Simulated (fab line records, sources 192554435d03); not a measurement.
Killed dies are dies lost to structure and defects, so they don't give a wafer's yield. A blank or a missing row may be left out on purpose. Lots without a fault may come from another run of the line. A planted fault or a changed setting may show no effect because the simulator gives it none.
fab line records | flow n5_finfet
record lots=7 wafers=39
route steps=1938 shown BEOL_M13@1696
start_h: hours from the record's first day to the start of the lot's first wafer shown | wait_h: hours since the lot's step before | " the same as in the row above | L1.1+2: a row that stands for several wafers | - no value, or no start given | * or withheld: withheld | < > ~ a bound
route shown NAME@n: a module of which the file shows steps, and the number in the route of the first | usual: mean/standard deviation of fault-free wafers | same: alike in all rows | chamber/n: place in a boat | sites: the reading at each site | _std_site: their standard deviation | _edge_site: outer sites' mean less inner sites' | radius_mm: how far each site lies from the wafer's centre | mask NAME#n: copy n | behind: the tool/chamber that last shaped the wafer | hold: why the lot was held/for how many hours/how that ended | device: the transistor (n, p or np) that didn't switch | end of line: the same wafers' tests at the end of the route | a step without rows: its recipe alone | killed: dies lost to structure and defects at the first sort, not the wafer's yield | map: a wafer's dies, x killed, . not, _ none there
set.NAME: the setting as run; set.NAME@STEP: as run at that earlier step | model.NAME: the simulator's own value behind a step, which no gauge read
lots whose settings were changed on purpose; a table a step, a row a wafer
## steps
# step N5_BEOL_M13_TRENCH_ETCH_34
# recipe chemistry=C4F8/O2/Ar target=SiOC target_depth_a=4134.7 mask_material=SOC pressure_mtorr=30 source_w=3000 bias_w=700 Ar_flow_sccm=400 C4F8_flow_sccm=15 O2_flow_sccm=8 he_inner_torr=15 he_outer_torr=30 time_s=162.6 ion_energy_ev=250
# columns lot.wafer tool chamber start_h wait_h set.time_s model.etch.depth_nm
L074.1 rie_diel-05 2 253.26 0.0 162.6 422.1
L074.2 " 1 " " 162.6 424.9
L074.3 " 0 " " 257.8 634.7
L074.4 " 3 " " 162.6 413.4
L074.5 " 0 " " 257.8 635.4
L074.6 " 3 " " 257.8 652.8
L079.1 rie_diel-01 1 290.80 0.0 162.6 418
L079.2 " 2 " " 162.6 415.2
L079.4 " 3 " " 162.6 414
L082.1 rie_diel-05 0 300.41 0.0 162.6 404.5
L082.2 " 3 " " 162.6 410.3
L082.3 " 1 " " 162.6 424.1
L082.4 " 2 " " 162.6 419.4
L082.5 " 3 " " 162.6 410.8
L082.6 " 0 " " 162.6 398.6
L085.1 rie_diel-03 2 311.61 0.0 162.6 402.8
L085.2 " 1 " " 162.6 409.7
L085.3 " 3 " " 212.7 539.7
L085.4 " 0 " " 212.7 537.2
L085.5 " 1 " " 212.7 533.4
L085.6 " 0 " " 162.6 414.3
L087.1 rie_diel-01 2 320.54 0.0 162.6 414
L087.2 " 3 " " 258.6 661.8
L087.3 " 0 " " 258.6 674.2
L087.4 " 1 " " 162.6 418.4
L087.5 " 2 " " 162.6 418
L087.6 " 1 " " 258.6 659.9
L097.1 rie_diel-03 1 393.54 0.0 162.6 407.1
L097.2 " 2 " " 116.6 288.2
L097.3 " 0 " " 116.6 295.3
L097.4 " 3 " " 162.6 411.7
L097.5 " 0 " " 116.6 298.2
L097.6 " 1 " " 162.6 408
L096.1 rie_diel-03 3 394.31 0.0 239.8 609.9
L096.2 " 0 " " 162.6 416.7
L096.3 " 1 " " 239.8 604.7
L096.4 " 2 " " 239.8 596.2
L096.5 " 0 " " 162.6 416.4
L096.6 " 3 " " 162.6 410.9
# step N5_BEOL_M13_STRIP_70
# recipe chemistry=C4F8/O2/Ar resist=SiARC rf_frequency_hz=6e+07
# step N5_BEOL_M13_OCD_MEAS_35
# usual trench_depth_nm=413/7.5
# columns lot.wafer tool chamber start_h wait_h set.time_s@BEOL_M13_TRENCH_ETCH_34 trench_depth_nm
L074.1 ocd-02 - 253.44 0.0 162.6 422
L074.2 " - " " 162.6 425
L074.3 " - " " 257.8 634
L074.4 " - " " 162.6 413
L074.5 " - " " 257.8 635
L074.6 " - " " 257.8 653
L079.1 ocd-01 - 290.98 0.0 162.6 418
L079.2 " - " " 162.6 415
L079.4 " - " " 162.6 414
L082.1 ocd-02 - 300.59 0.0 162.6 -
L082.2 " - " " 162.6 410
L082.3 " - " " 162.6 424
L082.4 " - " " 162.6 -
L082.5 " - " " 162.6 -
L082.6 " - " " 162.6 398
L085.1 ocd-01 - 311.78 0.0 162.6 403
L085.2 " - " " 162.6 410
L085.3 " - " " 212.7 540
L085.4 " - " " 212.7 538
L085.5 " - " " 212.7 534
L085.6 " - " " 162.6 414
L087.1 ocd-02 - 320.71 0.0 162.6 414
L087.2 " - " " 258.6 662
L087.3 " - " " 258.6 674
L087.4 " - " " 162.6 418
L087.5 " - " " 162.6 418
L087.6 " - " " 258.6 660
L097.1 ocd-01 - 393.72 0.0 162.6 407
L097.2 " - " " 116.6 289
L097.3 " - " " 116.6 295
L097.4 " - " " 162.6 412
L097.5 " - " " 116.6 298
L097.6 " - " " 162.6 408
L096.1 ocd-01 - 394.49 0.0 239.8 610
L096.2 " - " " 162.6 417
L096.3 " - " " 239.8 604
L096.4 " - " " 239.8 596
L096.5 " - " " 162.6 416
L096.6 " - " " 162.6 411
# step N5_BEOL_M13_STRIP_37
# recipe chemistry=N2/H2 power_w=1000 temp_c=250 h2_frac=0.65 overash_fraction=0.3 pressure_mtorr=withheld n2_flow_sccm=1750 h2_flow_sccm=3250
# step N5_BEOL_M13_ETCH_38
# recipe chemistry=CF4/N2 target=SiCN target_depth_a=675 taper_deg=2 time_s=71.9 ion_energy_ev=150 mask_material=SiO2 pressure_mtorr=40 source_w=430 bias_w=70 Ar_flow_sccm=100 cf4_flow_sccm=60 n2_flow_sccm=60
# step N5_BEOL_M13_ECD_47
# recipe material=Cu target_thk_a=9360
# step N5_BEOL_M13_ANNEAL_48
# recipe temp_c=225 time_s=90 ambient=N2
# step N5_BEOL_M13_CMP_49
# recipe stop_on=SiOC t_overpolish_s=17.1 down_force_psi=1 platen_rpm=50 clearing_platen_down_force_psi=1.5 clearing_platen_rpm=50 post_cmp_clean=cu_alkaline target_thk_nm=420 clearing_platen_pad_velocity_m_s=0.99484 pad_velocity_m_s=0.99484
# columns lot.wafer tool chamber start_h wait_h set.time_s@BEOL_M13_TRENCH_ETCH_34 model.Cu_of_BEOL_M13_ECD_47.thk_nm
L074.2 cmp-02 3 255.58 0.2 162.6 429
L074.1 " 0 " " 162.6 429.8
L074.3 " 1 " " 257.8 638.8
L074.4 " 2 " " 162.6 418.6
L074.6 " 3 " " 257.8 657.6
L074.5 " 0 " " 257.8 642.8
L079.1 cmp-02 3 294.18 0.3 162.6 423.8
L079.4 " 0 " " 162.6 421.8
L079.2 " 1 " " 162.6 420.6
L082.4 cmp-02 1 304.20 0.1 162.6 424.6
L082.1 " 2 " " 162.6 412.2
L082.3 " 3 " " 162.6 430.4
L082.2 " 0 " " 162.6 419.2
L082.6 " 1 " " 162.6 405
L082.5 " 2 " " 162.6 418.2
L085.2 cmp-04 2 315.96 0.2 162.6 417.2
L085.1 " 3 " " 162.6 407.2
L085.4 " 0 " " 212.7 544.6
L085.3 " 1 " " 212.7 545.4
L085.6 " 2 " " 162.6 422
L085.5 " 3 " " 212.7 539.2
L087.3 cmp-03 2 322.22 0.2 258.6 682.4
L087.4 " 3 " " 162.6 425.8
L087.1 " 0 " " 162.6 419
L087.2 " 1 " " 258.6 668.6
L087.5 " 2 " " 162.6 425.4
L087.6 " 3 " " 258.6 668
L097.3 cmp-02 0 395.93 0.2 116.6 303.6
L097.1 " 1 " " 162.6 413
L097.2 " 2 " " 116.6 294
L097.4 " 3 " " 162.6 416.6
L097.6 " 0 " " 162.6 415.4
L097.5 " 1 " " 116.6 303
L096.1 cmp-02 3 397.02 0.3 239.8 615
L096.2 " 0 " " 162.6 425.2
L096.3 " 1 " " 239.8 610.4
L096.4 " 2 " " 239.8 603
L096.5 " 3 " " 162.6 422.2
L096.6 " 0 " " 162.6 419.6
# step N5_BEOL_M13_THK_MEAS_50
# recipe thk_meas_gauge=xrf reads=Cu_of_BEOL_M13_ECD_47
# usual M13_THK=425/8.4
# columns lot.wafer tool chamber start_h wait_h set.time_s@BEOL_M13_TRENCH_ETCH_34 M13_THK[nm]
L074.1 film_metro-01 - 255.87 - 162.6 436
L074.2 " - " " 162.6 433
L074.3 " - " " 257.8 653
L074.4 " - " " 162.6 424
L074.5 " - " " 257.8 656
L074.6 " - " " 257.8 668
L079.1 film_metro-02 - 294.44 - 162.6 431
L079.2 " - " " 162.6 427
L079.4 " - " " 162.6 431
L082.1 film_metro-01 - 304.49 - 162.6 -
L082.2 " - " " 162.6 424
L082.3 " - " " 162.6 432
L082.4 " - " " 162.6 -
L082.5 " - " " 162.6 -
L082.6 " - " " 162.6 411
L085.1 film_metro-02 - 316.26 - 162.6 414
L085.2 " - " " 162.6 423
L085.3 " - " " 212.7 553
L085.4 " - " " 212.7 555
L085.5 " - " " 212.7 549
L085.6 " - " " 162.6 429
L087.1 film_metro-02 - 322.52 - 162.6 423
L087.2 " - " " 258.6 682
L087.3 " - " " 258.6 692
L087.4 " - " " 162.6 429
L087.5 " - " " 162.6 431
L087.6 " - " " 258.6 674
L097.1 film_metro-01 - 396.22 - 162.6 417
L097.2 " - " " 116.6 298
L097.3 " - " " 116.6 306
L097.4 " - " " 162.6 422
L097.5 " - " " 116.6 305
L097.6 " - " " 162.6 422
L096.1 film_metro-01 - 397.32 - 239.8 627
L096.2 " - " " 162.6 427
L096.3 " - " " 239.8 620
L096.4 " - " " 239.8 613
L096.5 " - " " 162.6 427
L096.6 " - " " 162.6 427
# step N5_BEOL_M13_PRE_CLEAN_52
# recipe gas=NH3 time_s=15 temp_c=withheld rf_power_w=300
# step N5_BEOL_M13_DEP_53
# recipe material=SiCN target_thk_a=500 temp_c=withheld precursor=3MS/NH3 pressure_torr=3 rf_w=675 time_s=17.8
# step N5_BEOL_M13_RS_MEAS_54
# recipe thk_meas_gauge=four-point-probe reads=Cu_of_BEOL_M13_ECD_47+Ta_of_BEOL_M13_SPUTTER_44+TaN_of_BEOL_M13_SPUTTER_43
# usual M13_RS=0.0450/0.00086
# columns lot.wafer tool chamber start_h wait_h set.time_s@BEOL_M13_TRENCH_ETCH_34 M13_RS[ohm/sq]
L074.1 film_metro-01 - 256.00 0.0 162.6 0.0438
L074.2 " - " " 162.6 0.0439
L074.3 " - " " 257.8 0.0292
L074.4 " - " " 162.6 0.0451
L074.5 " - " " 257.8 0.0290
L074.6 " - " " 257.8 0.0283
L079.1 film_metro-02 - 294.57 0.0 162.6 0.0445
L079.2 " - " " 162.6 0.0449
L079.4 " - " " 162.6 0.0448
L082.1 film_metro-02 - 304.62 0.0 162.6 -
L082.2 " - " " 162.6 0.0451
L082.3 " - " " 162.6 0.0439
L082.4 " - " " 162.6 -
L082.5 " - " " 162.6 -
L082.6 " - " " 162.6 0.0467
L085.1 film_metro-02 - 316.38 0.0 162.6 0.0463
L085.2 " - " " 162.6 0.0451
L085.3 " - " " 212.7 0.0343
L085.4 " - " " 212.7 0.0344
L085.5 " - " " 212.7 0.0348
L085.6 " - " " 162.6 0.0446
L087.1 film_metro-02 - 322.69 0.1 162.6 0.0450
L087.2 " - " " 258.6 0.0279
L087.3 " - " " 258.6 0.0273
L087.4 " - " " 162.6 0.0443
L087.5 " - " " 162.6 0.0443
L087.6 " - " " 258.6 0.0279
L097.1 film_metro-01 - 396.35 0.0 162.6 0.0457
L097.2 " - " " 116.6 0.0650
L097.3 " - " " 116.6 0.0630
L097.4 " - " " 162.6 0.0453
L097.5 " - " " 116.6 0.0630
L097.6 " - " " 162.6 0.0454
L096.1 film_metro-01 - 397.45 0.0 239.8 0.0304
L096.2 " - " " 162.6 0.0444
L096.3 " - " " 239.8 0.0306
L096.4 " - " " 239.8 0.0310
L096.5 " - " " 162.6 0.0446
L096.6 " - " " 162.6 0.0450
## key
split step=N5_BEOL_M13_TRENCH_ETCH_34 setting=time_s stated=162.6 by=wafer
response step=N5_BEOL_M13_TRENCH_ETCH_34 reading=model.etch.depth_nm change=+4.01 per=1% r=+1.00
response step=N5_BEOL_M13_OCD_MEAS_35 reading=trench_depth_nm change=+4.01 per=1% r=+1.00
response step=N5_BEOL_M13_CMP_49 reading=model.Cu_of_BEOL_M13_ECD_47.thk_nm change=+4 per=1% r=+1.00
response step=N5_BEOL_M13_THK_MEAS_50 reading=M13_THK change=+4.11 per=1% r=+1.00
response step=N5_BEOL_M13_RS_MEAS_54 reading=M13_RS shape=bent at_lowest=0.0637 at_stated=0.0449 at_highest=0.0277
